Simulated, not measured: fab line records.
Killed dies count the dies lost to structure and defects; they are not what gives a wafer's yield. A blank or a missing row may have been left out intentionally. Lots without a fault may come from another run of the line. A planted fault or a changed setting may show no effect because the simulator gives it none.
Chamber matching ; flow nand-harc ; 3 sister chambers for NHARC_A_STAIRCASE_DEP_259 on pecvd-04
The step deposits SiON, target thk 30 nm. 6 wafers are shown with their chamber, then 9 later ones without.

## WAFERS, EACH WITH ITS CHAMBER
wafer;chamber;heater-power-w (W)
L079.4;0;623
L079.6;1;575
L081.6;1;692
L083.2;0;576
L083.3;2;664
L083.4;2;666

## WAFERS MISSING THEIR CHAMBER
wafer;heater-power-w (W)
L094.1;606
L094.4;716
L094.5;674
L096.1;581
L096.3;781
L096.6;686
L097.2;582
L097.4;750
L097.5;556

## CHAMBER TAKEN BY EACH
wafer;from the rows above;in truth
L094.1;can't be placed: 0 or 1 or 2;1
L094.4;can't be placed: 2 or 1 or 0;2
L094.5;can't be placed: 2 or 1 or 0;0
L096.1;can't be placed: 0 or 1 or 2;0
L096.3;can't be placed: 2 or 1 or 0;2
L096.6;can't be placed: 2 or 1 or 0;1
L097.2;can't be placed: 0 or 1 or 2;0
L097.4;can't be placed: 2 or 1 or 0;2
L097.5;can't be placed: 0 or 1 or 2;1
Correctly placed: 0 of 9. Can't be placed from these rows: 9 (the true chamber is among the candidates in 9). Number placed wrongly: 0.
How it was worked out, from the rows above alone: a wafer's distance from a chamber is the root of the sum, over the readings, of the square of ((its reading less the chamber's mean) divided by the reading's scatter). The wafer belongs to the nearest chamber; if the next one is less than 2 further off, it can't be placed. For every chamber, the mean is computed from those of its wafers that are shown. The scatter: take each reading less its chamber's mean, square it, sum over the shown wafers, divide by the number of wafers less the number of chambers, and take the root.
